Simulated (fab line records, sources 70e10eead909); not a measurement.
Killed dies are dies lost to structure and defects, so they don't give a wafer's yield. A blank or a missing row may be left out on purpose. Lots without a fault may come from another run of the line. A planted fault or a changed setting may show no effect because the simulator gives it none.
A struck lot beside a sound one | flow nand_harc | 15 steps out of a route of 1302
Sound: wafers L399.1, L399.3, L399.4. Struck: wafers L396.1, L396.3, L396.4. The cause comes at the end.
At each step with rows: each side's tool, then ch and its chambers, then its first start. Under that, the readings that differ: sound wafers | struck wafers | difference of the means | sigmas: that difference in standard deviations of wafers without a fault.
alike: readings whose means differ by less than 2 such deviations, and words and numbers that are the same on both sides. not compared: withheld readings, readings that some wafer has no value for, bounds like >300 that may hide the same value, and numbers for which the record gives no deviation and whose values overlap.
The two part at a step that has a row with sigmas, a row that says differs or no value, or rows on one side only. Numbers that don't overlap but have no deviation are shown without sigmas and don't part them. A reading that every wafer of one side lacks parts them only if that side has two wafers or more.

first, 1 step without rows for these wafers: NHARC_A_CHANNEL_FILL_D1_SRD_12.
NHARC_A_CHANNEL_FILL_D1_INSPECT_13:
  sound on defect_inspect-01, day 16 01:50; struck on defect_inspect-02, day 14 12:37
  alike: raw_defect_count
NHARC_A_DECK1_JOINT_ETCHBACK_07: etches the open film in HBr, target depth 105 nm, time 26.9 s.
  sound on rie_si-06 ch 1,2,3, day 16 01:53; struck on rie_si-03 ch 1,2,3, day 14 12:41
  reading                     | sound       | struck      | difference | sigmas
  drypump_motor_current_A (A) | 5.7 6.3 5.9 | 5.0 5.5 5.1 | -0.8       | -2
  alike: bias_w, oes_product_au, throttle_valve_pct
  not compared: rf_hours_counter_h
then, 7 steps without rows for these wafers: NHARC_A_DECK1_JOINT_ETCH_25 (etches SiO2 in dHF, target depth 0.5 nm); NHARC_A_DECK1_JOINT_ETCH_19 (etches poly-Si in TMAH, target depth 3 nm); NHARC_A_DECK1_JOINT_ETCH_18 (etches SiO2 in dHF, target depth 3 nm); NHARC_A_DECK1_JOINT_WET_08 (chemistry H3PO4, time 86 s); NHARC_A_DECK1_JOINT_ETCH_09 (etches SiO2 in dHF, target depth 5 nm); NHARC_A_DECK1_JOINT_WET_10 (chemistry H3PO4, time 86 s); NHARC_A_DECK1_JOINT_ETCH_11 (etches SiO2 in dHF, target depth 35 nm).
NHARC_A_DECK1_JOINT_CVD_12: deposits poly-Si, target thk 90 nm, time 1800 s.
  sound on lpcvd_poly-01 ch 0, day 16 09:19; struck on lpcvd_poly-02, day 14 20:07
  no value came back on the struck wafers for pressure_mtorr (mTorr), run_length_s (s), time_s (s), tube_center_temp_C (C); on the sound wafers pressure_mtorr (mTorr) reads 200.2 200.5 200.5
NHARC_A_DECK1_JOINT_CMP_13: polishes, target thk 51.023 nm.
  sound on cmp-02 ch 0,1,3, day 16 12:10; struck on cmp-02 ch 0,1,3, day 14 22:55
  reading                | sound       | struck | difference                    | sigmas
  time_to_endpoint_s (s) | 5.8 5.0 7.4 | - - -  | no value on the struck wafers |
  alike: motor_current_A
NHARC_A_DECK1_JOINT_THK_MEAS_14: measures by ellipsometry.
  sound on film_metro-01, day 16 12:25; struck on film_metro-02, day 14 23:10
  reading     | sound          | struck      | difference | sigmas
  thk_nm (nm) | 51.4 52.1 50.8 | 0.8 0.8 1.1 | -50.5      | -34
then, 1 step without rows for these wafers: NHARC_A_DECK1_JOINT_SRD_04.
-- the record jumps here: 13 days lie between the struck wafers' starts before and after (it left off in module A_DECK1_JOINT and takes up again in module END, whose first step shown is number 1302 of the route) --
NHARC_END_SORT_01:
  the record has rows for the struck wafers here (prober-01 ch 0, day 28 06:44) and none for the sound ones

WHERE THEY PART
First at NHARC_A_DECK1_JOINT_ETCHBACK_07; last, within this record, at NHARC_END_SORT_01.

WHY: what the simulator had put in
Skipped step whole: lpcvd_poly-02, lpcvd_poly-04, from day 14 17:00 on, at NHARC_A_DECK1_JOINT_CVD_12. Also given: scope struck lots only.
